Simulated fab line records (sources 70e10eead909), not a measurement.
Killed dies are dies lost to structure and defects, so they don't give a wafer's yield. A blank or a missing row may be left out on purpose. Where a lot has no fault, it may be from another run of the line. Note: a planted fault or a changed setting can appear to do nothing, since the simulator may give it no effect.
What tool caused it? / flow nand_harc / Sampling: 15 lots, 45 wafers, 5 of 1302 route steps

== WHAT EACH GAUGE READ, for each wafer ==
NHARC_A_ONON_D2_THK_MEAS_18: measures by ellipsometry. Usual: thk_nm 998 nm, standard deviation 9.2.
lot=L237; measured=day 12 18:28; on=film_metro-01; thk_nm (nm)=994 993 993; flag=
lot=L238; measured=day 13 08:40; on=film_metro-01; thk_nm (nm)=998 1000 1000; flag=
lot=L239; measured=day 13 21:49; on=film_metro-01; thk_nm (nm)=994 995 993; flag=
lot=L242; measured=day 15 02:20; on=film_metro-01; thk_nm (nm)=991 990 989; flag=
lot=L243; measured=day 15 02:20; on=film_metro-02; thk_nm (nm)=995 996 993; flag=
lot=L244; measured=day 16 04:40; on=film_metro-02; thk_nm (nm)=1009 1007 1009; flag=
lot=L248; measured=day 17 04:37; on=film_metro-01; thk_nm (nm)=994 993 994; flag=
lot=L249; measured=day 17 17:16; on=film_metro-01; thk_nm (nm)=1007 1005 1006; flag=
lot=L250; measured=day 18 19:10; on=film_metro-02; thk_nm (nm)=342 341 341; flag=OFF
lot=L252; measured=day 19 13:06; on=film_metro-01; thk_nm (nm)=334 334 334; flag=OFF
lot=L253; measured=day 19 13:05; on=film_metro-02; thk_nm (nm)=997 996 999; flag=
lot=L255; measured=day 20 07:47; on=film_metro-02; thk_nm (nm)=989 989 990; flag=
lot=L254; measured=day 20 07:46; on=film_metro-01; thk_nm (nm)=338 336 338; flag=OFF
lot=L257; measured=day 21 09:02; on=film_metro-02; thk_nm (nm)=1012 1012 1012; flag=
lot=L259; measured=day 22 03:55; on=film_metro-01; thk_nm (nm)=993 996 995; flag=

NHARC_END_SORT_01. Usual: killed_at_array 56, standard deviation 20; killed_at_other 0.9, standard deviation 1.1; killed_at_periphery 3.7, standard deviation 3; killed_dies 61, standard deviation 21; killed_open 2.9, standard deviation 1.6; killed_short 2.6, standard deviation 1.4.
lot=L244; measured=day 27 16:04; on=prober-02; killed_at_array=64 77 83; killed_at_other=0 0 0; killed_at_periphery=4 1 1; killed_dies=68 78 84; killed_open=6 3 2; killed_short=2 3 2; flag=
lot=L252; measured=day 31 04:50; on=prober-02; killed_at_array=673 675 675; killed_at_other=0 0 0; killed_at_periphery=4 2 2; killed_dies=677 677 677; killed_open=2 2 2; killed_short=3 3 3; flag=OFF
lot=L254; measured=day 31 18:04; on=prober-01; killed_at_array=675 676 673; killed_at_other=0 0 0; killed_at_periphery=2 1 4; killed_dies=677 677 677; killed_open=2 2 4; killed_short=4 2 1; flag=OFF

== EACH LOT AND THE TOOL THAT RAN IT (in order: tool; ch and the chambers of the sampled wafers; start) ==
lot=L237; NHARC_A_ONON_D2_DEP_16=pecvd_onon-03 ch 0, day 12 17:57; NHARC_A_CHANNEL_HOLE_D2_DEP_00=acl_dep-03 ch 0, day 12 21:24; NHARC_A_CHANNEL_HOLE_D2_DEP_01=pecvd-03 ch 1,2, day 12 23:18
lot=L238; NHARC_A_ONON_D2_DEP_16=pecvd_onon-03 ch 0, day 13 08:13; NHARC_A_CHANNEL_HOLE_D2_DEP_00=acl_dep-02 ch 0, day 13 11:52; NHARC_A_CHANNEL_HOLE_D2_DEP_01=pecvd-01 ch 1,2, day 13 13:28
lot=L239; NHARC_A_ONON_D2_DEP_16=pecvd_onon-03 ch 0, day 13 21:19; NHARC_A_CHANNEL_HOLE_D2_DEP_00=acl_dep-03 ch 0, day 14 00:46; NHARC_A_CHANNEL_HOLE_D2_DEP_01=pecvd-03 ch 1,2, day 14 02:44
lot=L242; NHARC_A_ONON_D2_DEP_16=pecvd_onon-03 ch 0, day 15 01:49; NHARC_A_CHANNEL_HOLE_D2_DEP_00=acl_dep-01 ch 0, day 15 06:23; NHARC_A_CHANNEL_HOLE_D2_DEP_01=pecvd-03 ch 0,1,2, day 15 08:19
lot=L243; NHARC_A_ONON_D2_DEP_16=pecvd_onon-01 ch 0, day 15 01:49; NHARC_A_CHANNEL_HOLE_D2_DEP_00=acl_dep-02 ch 0, day 15 06:36; NHARC_A_CHANNEL_HOLE_D2_DEP_01=pecvd-01 ch 0,1,2, day 15 08:33
lot=L244; NHARC_A_ONON_D2_DEP_16=pecvd_onon-01 ch 0, day 16 04:09; NHARC_A_CHANNEL_HOLE_D2_DEP_00=acl_dep-01 ch 0, day 16 07:52; NHARC_A_CHANNEL_HOLE_D2_DEP_01=pecvd-04 ch 0,1,2, day 16 09:52
lot=L248; NHARC_A_ONON_D2_DEP_16=pecvd_onon-03 ch 0, day 17 04:07; NHARC_A_CHANNEL_HOLE_D2_DEP_00=acl_dep-02 ch 0, day 17 07:29; NHARC_A_CHANNEL_HOLE_D2_DEP_01=pecvd-03 ch 1,2, day 17 09:27
lot=L249; NHARC_A_ONON_D2_DEP_16=pecvd_onon-03 ch 0, day 17 16:46; NHARC_A_CHANNEL_HOLE_D2_DEP_00=acl_dep-01 ch 0, day 17 20:10; NHARC_A_CHANNEL_HOLE_D2_DEP_01=pecvd-01 ch 0,2, day 17 22:03
lot=L250; NHARC_A_ONON_D2_DEP_16=pecvd_onon-03 ch 0, day 18 18:46; NHARC_A_CHANNEL_HOLE_D2_DEP_00=-; NHARC_A_CHANNEL_HOLE_D2_DEP_01=-
lot=L252; NHARC_A_ONON_D2_DEP_16=pecvd_onon-03 ch 0, day 19 12:35; NHARC_A_CHANNEL_HOLE_D2_DEP_00=-; NHARC_A_CHANNEL_HOLE_D2_DEP_01=-
lot=L253; NHARC_A_ONON_D2_DEP_16=pecvd_onon-02 ch 0, day 19 12:35; NHARC_A_CHANNEL_HOLE_D2_DEP_00=acl_dep-02 ch 0, day 19 16:25; NHARC_A_CHANNEL_HOLE_D2_DEP_01=pecvd-01 ch 0,2, day 19 18:23
lot=L255; NHARC_A_ONON_D2_DEP_16=pecvd_onon-02 ch 0, day 20 07:16; NHARC_A_CHANNEL_HOLE_D2_DEP_00=acl_dep-02 ch 0, day 20 12:18; NHARC_A_CHANNEL_HOLE_D2_DEP_01=pecvd-01 ch 1,2, day 20 14:12
lot=L254; NHARC_A_ONON_D2_DEP_16=pecvd_onon-03 ch 0, day 20 07:19; NHARC_A_CHANNEL_HOLE_D2_DEP_00=-; NHARC_A_CHANNEL_HOLE_D2_DEP_01=-
lot=L257; NHARC_A_ONON_D2_DEP_16=pecvd_onon-01 ch 0, day 21 08:32; NHARC_A_CHANNEL_HOLE_D2_DEP_00=acl_dep-03 ch 0, day 21 11:55; NHARC_A_CHANNEL_HOLE_D2_DEP_01=pecvd-03 ch 0,2, day 21 13:53
lot=L259; NHARC_A_ONON_D2_DEP_16=pecvd_onon-01 ch 0, day 22 03:32; NHARC_A_CHANNEL_HOLE_D2_DEP_00=acl_dep-02 ch 0, day 22 07:28; NHARC_A_CHANNEL_HOLE_D2_DEP_01=pecvd-01 ch 0,1,2, day 22 08:45
- NHARC_A_ONON_D2_DEP_16: target thk 1000 nm.
- NHARC_A_CHANNEL_HOLE_D2_DEP_00: deposits aC, target thk 3100 nm.
- NHARC_A_CHANNEL_HOLE_D2_DEP_01: deposits SiON, target thk 140 nm.

== WHAT THE TOOLS THEMSELVES READ (means of the sampled wafers that have a number; where no wafer has one, the mark that the record gives instead) ==
NHARC_A_ONON_D2_DEP_16. Usual: susceptor_temp_C 400.08 C, standard deviation 0.2.
lot=L237; tool=pecvd_onon-03; susceptor_temp_C (C)=400.40; flag=
lot=L238; tool=pecvd_onon-03; susceptor_temp_C (C)=400.21; flag=
lot=L239; tool=pecvd_onon-03; susceptor_temp_C (C)=400.13; flag=
lot=L242; tool=pecvd_onon-03; susceptor_temp_C (C)=399.94; flag=
lot=L243; tool=pecvd_onon-01; susceptor_temp_C (C)=400.16; flag=
lot=L244; tool=pecvd_onon-01; susceptor_temp_C (C)=400.35; flag=
lot=L248; tool=pecvd_onon-03; susceptor_temp_C (C)=399.99; flag=
lot=L249; tool=pecvd_onon-03; susceptor_temp_C (C)=400.28; flag=
lot=L250; tool=pecvd_onon-03; susceptor_temp_C (C)=400.20; flag=
lot=L252; tool=pecvd_onon-03; susceptor_temp_C (C)=400.03; flag=
lot=L253; tool=pecvd_onon-02; susceptor_temp_C (C)=400.11; flag=
lot=L255; tool=pecvd_onon-02; susceptor_temp_C (C)=400.16; flag=
lot=L254; tool=pecvd_onon-03; susceptor_temp_C (C)=399.97; flag=
lot=L257; tool=pecvd_onon-01; susceptor_temp_C (C)=399.88; flag=
lot=L259; tool=pecvd_onon-01; susceptor_temp_C (C)=400.02; flag=

NHARC_A_CHANNEL_HOLE_D2_DEP_00. Usual: susceptor_temp_C 399.98 C, standard deviation 0.23; throttle_valve_pct 35.000 %, standard deviation 0.0094.
lot=L237; tool=acl_dep-03; susceptor_temp_C (C)=-; throttle_valve_pct (%)=35.004; flag=OFF
lot=L238; tool=acl_dep-02; susceptor_temp_C (C)=399.87; throttle_valve_pct (%)=34.993; flag=
lot=L239; tool=acl_dep-03; susceptor_temp_C (C)=400.39; throttle_valve_pct (%)=34.991; flag=
lot=L242; tool=acl_dep-01; susceptor_temp_C (C)=-; throttle_valve_pct (%)=34.999; flag=OFF
lot=L243; tool=acl_dep-02; susceptor_temp_C (C)=-; throttle_valve_pct (%)=35.003; flag=OFF
lot=L244; tool=acl_dep-01; susceptor_temp_C (C)=400.09; throttle_valve_pct (%)=34.999; flag=
lot=L248; tool=acl_dep-02; susceptor_temp_C (C)=400.03; throttle_valve_pct (%)=35.008; flag=
lot=L249; tool=acl_dep-01; susceptor_temp_C (C)=-; throttle_valve_pct (%)=35.002; flag=OFF
lot=L253; tool=acl_dep-02; susceptor_temp_C (C)=400.09; throttle_valve_pct (%)=35.003; flag=
lot=L255; tool=acl_dep-02; susceptor_temp_C (C)=-; throttle_valve_pct (%)=34.998; flag=OFF
lot=L257; tool=acl_dep-03; susceptor_temp_C (C)=-; throttle_valve_pct (%)=34.989; flag=OFF
lot=L259; tool=acl_dep-02; susceptor_temp_C (C)=400.01; throttle_valve_pct (%)=35.007; flag=

NHARC_A_CHANNEL_HOLE_D2_DEP_01. Usual: heater_power_w 766 W, standard deviation 99; susceptor_temp_C 399.97 C, standard deviation 0.26.
lot=L237; tool=pecvd-03; heater_power_w (W)=720; susceptor_temp_C (C)=399.99; flag=
lot=L238; tool=pecvd-01; heater_power_w (W)=793; susceptor_temp_C (C)=399.85; flag=
lot=L239; tool=pecvd-03; heater_power_w (W)=831; susceptor_temp_C (C)=399.96; flag=
lot=L242; tool=pecvd-03; heater_power_w (W)=806; susceptor_temp_C (C)=399.75; flag=
lot=L243; tool=pecvd-01; heater_power_w (W)=791; susceptor_temp_C (C)=399.85; flag=
lot=L244; tool=pecvd-04; heater_power_w (W)=681; susceptor_temp_C (C)=399.92; flag=
lot=L248; tool=pecvd-03; heater_power_w (W)=886; susceptor_temp_C (C)=400.23; flag=
lot=L249; tool=pecvd-01; heater_power_w (W)=783; susceptor_temp_C (C)=400.07; flag=
lot=L253; tool=pecvd-01; heater_power_w (W)=782; susceptor_temp_C (C)=400.14; flag=
lot=L255; tool=pecvd-01; heater_power_w (W)=776; susceptor_temp_C (C)=400.07; flag=
lot=L257; tool=pecvd-03; heater_power_w (W)=813; susceptor_temp_C (C)=399.94; flag=
lot=L259; tool=pecvd-01; heater_power_w (W)=818; susceptor_temp_C (C)=400.08; flag=

== THE ANSWER, worked out from the rows above alone ==
Rule: take the mean of a lot's wafers that have a number; if it is more than 3 standard deviations from the usual mean, the lot is off. A lot without any number at a reading at which 4 lots or more have one is off too. All remaining lots with rows at the step are treated as sound. First the gauges in route order, then the tools' own readings, where a lot's mean is used as printed above. The first step at which some lot is off is used, and at that step the reading that is off furthest; a lot without a number counts as furthest.
Off: L250, L252, L254 (NHARC_A_ONON_D2_THK_MEAS_18, thk_nm).
If a tool, at a process step before that reading, ran all the lots that are off and no sound lot after the first of them, it fits. The gauges at NHARC_A_ONON_D2_THK_MEAS_18 are tried like those tools. One fits: NHARC_A_ONON_D2_DEP_16 on pecvd_onon-03. Its last sound lot is L249 (day 17 16:46), its first lot that is off L250 (day 18 18:46): a fault that began between those two fits.

== WHAT WAS PUT IN BY THE SIMULATOR ==
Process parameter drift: pecvd_onon-03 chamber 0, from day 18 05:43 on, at NHARC_A_ONON_D2_DEP_16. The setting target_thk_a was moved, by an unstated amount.
Struck lots among those shown: L250, L252, L254. This agrees with what the rule above found.
